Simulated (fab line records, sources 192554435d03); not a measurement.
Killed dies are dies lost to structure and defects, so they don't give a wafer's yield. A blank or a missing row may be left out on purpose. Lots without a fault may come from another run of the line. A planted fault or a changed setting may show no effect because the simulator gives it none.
Split-lot experiment | flow n5_finfet | 7 lots, 21 wafers read, on a route of 1938 steps

THE SPLIT
At N5_WELL_APT_PEB_23 (peb time 90 s), the setting peb_temp_c was moved away from the recipe's 130 C on 8 of the 21 wafers read, by -2.8% to +2.7%. The other wafers ran this setting at the recipe's value.

FROM THE SPLIT TO THE READING: what the file shows between them, 2 steps
- N5_WELL_APT_DEVELOP_24: develop time 45 s
- N5_WELL_APT_HARDBAKE_29: time 120 s

THE READING
cd_nm, in nm, at N5_WELL_APT_CD_MEAS_25 (target cd 200 nm). Fault-free wafers of this fab line usually give 199.9 nm, standard deviation 2.3 nm.

wafer  | tool, chamber at the split | peb_temp_c as run, C | against the recipe | cd_nm, nm | against lot-mates on the recipe
L077.1 | litho_track-05, 0          | 130                  | recipe             | 202.8     | -
L077.3 | litho_track-05, 0          | 132.9                | +2.2%              | 212.7     | +11.8
L077.5 | litho_track-05, 0          | 130                  | recipe             | 199.1     | -
L078.2 | litho_track-05, 0          | 126.4                | -2.8%              | 178.8     | -17.8
L078.3 | litho_track-05, 0          | 130                  | recipe             | 197.9     | -
L078.5 | litho_track-05, 0          | 130                  | recipe             | 195.2     | -
L085.2 | litho_track-05, 0          | 126.5                | -2.7%              | 179.0     | -19.3
L085.4 | litho_track-05, 0          | 130                  | recipe             | 198.3     | -
L085.5 | litho_track-05, 0          | 126.5                | -2.7%              | 178.6     | -19.7
L086.1 | litho_track-04, 0          | 127                  | -2.3%              | 177.5     | -20.6
L086.3 | litho_track-04, 0          | 130                  | recipe             | 198.2     | -
L086.4 | litho_track-04, 0          | 130                  | recipe             | 197.9     | -
L089.2 | litho_track-05, 0          | 130                  | recipe             | 196.1     | -
L089.3 | litho_track-05, 0          | 130                  | recipe             | 197.1     | -
L089.5 | litho_track-05, 0          | 130                  | recipe             | 196.5     | -
L091.2 | litho_track-04, 0          | 130                  | recipe             | 196.5     | -
L091.4 | litho_track-04, 0          | 133.5                | +2.7%              | 218.1     | +21.6
L091.5 | litho_track-04, 0          | 133.5                | +2.7%              | 216.3     | +19.8
L095.1 | litho_track-03, 0          | 132.6                | +2.0%              | 215.1     | +13.5
L095.3 | litho_track-03, 0          | 130                  | recipe             | 201.1     | -
L095.6 | litho_track-03, 0          | 130                  | recipe             | 202.0     | -

THE FIT
A straight line over all 21 wafers: cd_nm changes by +7.35 nm for each +1% of peb_temp_c; r = +0.98; the points scatter about the line by 2.2 nm.
The same after taking each lot's own level away (the mean of its wafers on the recipe; 21 wafers): +7.18 nm for each +1%; r = +0.99; scatter 1.7 nm.
On that fit, the largest move of peb_temp_c shifts the reading by 20 nm.
The lots' own levels span 196.50 to 201.55 nm, that is 2.2 times the standard deviation above.
So the lot-to-lot level changes the slope little: the two slopes agree.
Check: with one of the wafers moved furthest among these (-2.8%) left out of the fit, the line predicts -20.7 nm for it against its lot-mates. It came out at -17.8 nm against them.

THE WHOLE CHAIN: every reading that the file lists as answering this split, in the file's order
step                   | what it does             | reading                                                         | change (the file's fit)              | r (the file's)
N5_WELL_APT_CD_MEAS_25 | target cd 200 nm         | cd_nm                                                           | +7.08 nm for each +1% of the setting | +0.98
N5_WELL_APT_DESCUM_30  | chemistry O2, time 7.9 s | WELL_APT.cd_nm (the simulator's own value, which no gauge read) | +7.05 nm for each +1% of the setting | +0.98

THE FILE'S OWN FIT
cd_nm changes by +7.08 nm for each +1% of peb_temp_c, r = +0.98.
